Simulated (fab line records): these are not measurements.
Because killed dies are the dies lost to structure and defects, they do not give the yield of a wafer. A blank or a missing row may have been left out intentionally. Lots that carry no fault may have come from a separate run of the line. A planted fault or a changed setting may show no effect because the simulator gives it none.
Matching of chambers | flow nand harc | ald hk-04 running NHARC_A_CHANNEL_FILL_D2_ALD_02: 4 sister chambers
The step deposits SiO2, target thk 6 nm, pulse time 10 s, ald cycles 60. 4 wafers are shown with their chamber, then 11 later ones without.

## WAFERS PAIRED WITH THEIR CHAMBERS
wafer  | chamber | heater power w (W)
L082.4 | 1       | 478
L091.2 | 0       | 451
L091.5 | 2       | 509
L094.1 | 3       | 590

## WAFERS WITH NO CHAMBER GIVEN
wafer  | heater power w (W)
L094.4 | 513
L094.6 | 596
L095.1 | 581
L095.2 | 444
L095.5 | 489
L093.1 | 502
L093.5 | 506
L093.6 | 487
L096.1 | 588
L096.3 | 501
L096.6 | 506

## THE CHAMBER EACH PASSED THROUGH
wafer  | from the rows above     | in truth
L094.4 | 2                       | 2
L094.6 | 3                       | 3
L095.1 | 3                       | 3
L095.2 | 0                       | 0
L095.5 | can't be placed: 1 or 2 | 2
L093.1 | 2                       | 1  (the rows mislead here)
L093.5 | 2                       | 2
L093.6 | can't be placed: 1 or 2 | 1
L096.1 | 3                       | 3
L096.3 | 2                       | 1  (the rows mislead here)
L096.6 | 2                       | 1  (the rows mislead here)
Correct placement for 6 of the 11. Can't be placed from these rows: 2 (the true chamber is among the candidates in 2). Number placed wrongly: 3.
How it was worked out, from the rows above alone: a wafer's distance from a chamber is the root of the sum, over the readings, of the square of ((its reading less the chamber's mean) divided by the reading's scatter). If the next closest chamber is less than 2 further off than the closest, the wafer can't be placed; otherwise it belongs to the closest. For every chamber, the mean is computed from those of its wafers that are shown. The scatter (one wafer shown for each chamber): square how far every hidden wafer sits from the nearest shown wafer, average those squares and take the square root.
